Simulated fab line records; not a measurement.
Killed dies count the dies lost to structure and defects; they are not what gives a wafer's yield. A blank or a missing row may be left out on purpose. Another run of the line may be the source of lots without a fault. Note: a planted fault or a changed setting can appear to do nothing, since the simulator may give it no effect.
Comparing a struck lot with a sound one    flow n5Finfet    16 steps out of a route of 1938
Sound: wafers L932.1, L932.4, L932.5. Struck: wafer L943.1 (left out: L943.2, a lot-mate that was not struck); the cause follows at the end.
For every step that has rows: the tool of each side, followed by ch and its chambers, followed by its first start. Under that, the readings that differ: sound wafers    struck wafers    difference of the means    sigmas: that difference in standard deviations of wafers without a fault.
alike: a reading whose means differ by less than 2 such deviations, as well as words and numbers matching on both sides. not compared: withheld readings; readings where some wafer has no value; bounds like >300 that might hide an equal value; numbers whose values overlap and for which the record gives no deviation.
Wherever a step has rows on one side only, a row that says differs or no value, or a row with sigmas, the two part there. Numbers that have no deviation but don't overlap get no sigmas and don't part them. A reading missing from all wafers of one side parts the sides only when that side holds two or more wafers.

N5_BEOL_M3_SPUTTER_92: material Cu, target thk 4.5 nm, time 8.29 s.
  sound: pvdSputter-03 at day 8 02:37; struck: pvdSputter-03 at day 11 18:00
  alike: throttleValvePct
then, 2 steps without rows for these wafers: N5_BEOL_M3_ANNEAL_93 (time 240 s); N5_BEOL_M3_SPUTTER_94 (material Cu, target thk 4.5 nm, time 8.29 s).
N5_BEOL_M3_ANNEAL_95: time 240 s.
  sound: pvdSputter-03 at day 8 02:55; struck: pvdSputter-03 at day 11 18:18
  alike: heaterPowerW
N5_BEOL_M3_SPUTTER_96: material Cu, target thk 4.5 nm, time 8.29 s.
  sound: pvdSputter-03 at day 8 03:04; struck: pvdSputter-03 at day 11 18:26
  alike: throttleValvePct
then, 1 step without rows for these wafers: N5_BEOL_M3_ECD_50 (material Cu, target thk 300 nm).
N5_BEOL_M3_ANNEAL_51: time 90 s.
  sound on rtpAnneal-01 ch 0, day 8 03:16; struck on rtpAnneal-01 ch 0, day 11 18:38
  alike: wafer_temp_C_max
then, 1 step without rows for these wafers: N5_BEOL_M3_CMP_52 (polishes, stops on SiOC, t overpolish 6.8 s, target thk 40 nm).
N5_BEOL_M3_THK_MEAS_53: measures by xrf.
  sound: filmMetro-01 at day 8 03:52; struck: filmMetro-01 at day 11 19:14
  alike: M3_THK
then, 1 step without rows for these wafers: N5_BEOL_M3_PRE_CLEAN_60 (time 15 s).
N5_BEOL_M3_CO_CAP_55: material Co, precursor CCTBA/H2, target thk 2 nm, time 102.1 s.
  sound on cvdCo-02 ch 0,1,2, day 8 03:56; struck on cvdCo-02 ch 2, day 11 19:19
  alike: heaterPowerW
then, 1 step without rows for these wafers: N5_BEOL_M3_PRE_CLEAN_56 (time 15 s).
N5_BEOL_M3_DEP_57: deposits SiCN from 3MS/NH3, target thk 8 nm, time 14 s.
  sound on pecvd-02 ch 0,1, day 8 04:04; struck on pecvd-02 ch 0, day 11 19:25
  alike: showerheadPlenumPTorr, throttleValvePct
  not compared: model.SiCN_of_BEOL_M3_DEP_57.thkNm
N5_BEOL_M3_RS_MEAS_58: uses a four-point probe to measure.
  sound: filmMetro-01 at day 8 04:07; struck: filmMetro-02 at day 11 19:29
reading         sound           struck  difference  sigmas
M3_RS (ohm/sq)  0.71 0.72 0.72  0.79    +0.07       +2
N5_BEOL_M4_RC_MEAS_101:
  sound on prober-02 ch 0, day 8 17:53; struck on prober-02 ch 0, day 12 11:05
  alike: DIBL_N, DIBL_P, IOFF_N, IOFF_P, ION_N, ION_P, SS_N, SS_P, VT_N, VT_P
-- a jump in the record: the struck wafers' starts before and after are 4 days apart (it breaks off in module BEOL_M4 and resumes in module PASSIVATION, where the first step shown is number 1936 of the route) --
N5_PASSIVATION_PROBE_49:
  sound: prober-01 at day 13 17:07; struck: prober-01 at day 16 18:08
  alike: defectLimitedYield, killed_at_M0_to_M3, killed_at_M4_up, killedAtContacts, killedAtFrontEnd, killedAtOther, killedDies, killedOnRim, killedOpen, killedShort, sort_bin_5_function, sort_bin_6_memory, sortNPass, sortYieldPct

## WHERE THEY PART
Only at N5_BEOL_M3_RS_MEAS_58, as far as this record shows. Later steps at which nothing parts them and some readings are alike: N5_BEOL_M4_RC_MEAS_101, N5_PASSIVATION_PROBE_49.

WHY: whatever the simulator had introduced
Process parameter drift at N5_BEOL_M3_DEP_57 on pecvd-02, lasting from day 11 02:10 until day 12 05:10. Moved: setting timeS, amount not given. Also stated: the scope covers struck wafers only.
